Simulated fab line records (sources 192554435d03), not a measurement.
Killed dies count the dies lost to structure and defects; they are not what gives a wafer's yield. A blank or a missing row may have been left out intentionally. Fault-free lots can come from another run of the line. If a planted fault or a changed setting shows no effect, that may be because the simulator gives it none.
Split-lot trial	flow n5Finfet	7 lots, 21 wafers read, on a route of 1938 steps

## THE SPLIT
At N5_BEOL_M15_EXPOSE_25 (exposes mask M15, target cd 400 nm), the setting doseMj was moved away from the recipe's 35.5 on 6 of the 21 wafers read, by -6.5% to +6.6%. For the rest of the wafers, this setting stayed at what the recipe calls for.

## FROM THE SPLIT TO THE READING: what the file shows between them, 3 steps
- N5_BEOL_M15_PEB_26: peb time 90 s
- N5_BEOL_M15_DEVELOP_27: develop time 45 s
- N5_BEOL_M15_HARDBAKE_32: time 120 s

## THE READING
cdNm, in nm, at N5_BEOL_M15_CD_MEAS_28 (target cd 407.6 nm). Fault-free wafers of this fab line usually give 407.7 nm, standard deviation 2.1 nm.

wafer	tool, chamber at the split	doseMj as run	against the recipe	cdNm, nm	against lot-mates on the recipe
L074.1	krfScanner-01, 0	35.5	recipe	407.8	-
L074.4	krfScanner-01, 0	35.5	recipe	408.5	-
L074.5	krfScanner-01, 0	35.5	recipe	408.7	-
L078.3	krfScanner-02, 0	35.5	recipe	412.2	-
L078.4	krfScanner-02, 0	37.68	+6.1%	421.4	+9.2
L078.6	krfScanner-02, 0	37.68	+6.1%	422.4	+10.2
L082.3	krfScanner-01, 0	35.5	recipe	404.9	-
L082.4	krfScanner-01, 0	35.5	recipe	407.7	-
L082.5	krfScanner-01, 0	35.5	recipe	408.3	-
L086.2	krfScanner-01, 0	37.08	+4.5%	415.9	+10.1
L086.4	krfScanner-01, 0	35.5	recipe	405.8	-
L086.5	krfScanner-01, 0	37.08	+4.5%	413.3	+7.5
L087.4	krfScanner-01, 0	35.5	recipe	405.6	-
L087.5	krfScanner-01, 0	37.86	+6.6%	416.1	+10.8
L087.6	krfScanner-01, 0	35.5	recipe	405.1	-
L095.3	krfScanner-01, 0	35.5	recipe	405.9	-
L095.5	krfScanner-01, 0	35.5	recipe	408.0	-
L095.6	krfScanner-01, 0	33.19	-6.5%	395.6	-11.3
L093.1	krfScanner-01, 0	35.5	recipe	407.2	-
L093.3	krfScanner-01, 0	35.5	recipe	406.6	-
L093.5	krfScanner-01, 0	35.5	recipe	406.4	-

FIT RESULTS
A straight line over all 21 wafers: cdNm changes by +1.88 nm for each +1% of doseMj; r = +0.94; the points scatter about the line by 2.1 nm.
The same after taking each lot's own level away (the mean of its wafers on the recipe; 21 wafers): +1.7 nm for each +1%; r = +0.98; scatter 0.98 nm.
According to that fit, moving doseMj by its largest amount changes the reading by 11 nm.
The span of the lots' own levels, 405.35 to 412.20 nm, comes to 3.3 times the standard deviation stated above.
In other words, the slope is changed by the lot-to-lot level; the two fits disagree.
Check: for one of the wafers moved furthest among these (+6.6%), held out of the fit, the line's prediction against its lot-mates is +11.5 nm. It came out at +10.8 nm against them.

## OTHER SPLITS ON THESE WAFERS
Other splits were also applied to these wafers ahead of the reading. Each is held against what the fit with the lots' levels taken away leaves over:
other split on the same wafers	wafers away from the commonest value	r with cdNm (lot level and that fit taken away)
N5_BEOL_M14_DEVELOP_27 developTimeS	6	+0.26

## THE WHOLE CHAIN: every reading that the file lists as answering this split, in the file's order
step	what it does	reading	change (the file's fit)	r (the file's)
N5_BEOL_M15_CD_MEAS_28	target cd 407.6 nm	cdNm	+1.69 nm for each +1% of the setting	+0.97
N5_BEOL_M15_DESCUM_33	chemistry O2, time 7.9 s	BEOL_M15.cdNm (the simulator's own value, which no gauge read)	+1.69 nm for each +1% of the setting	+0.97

## THE FILE'S OWN FIT
cdNm changes by +1.69 nm for each +1% of doseMj, r = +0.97.
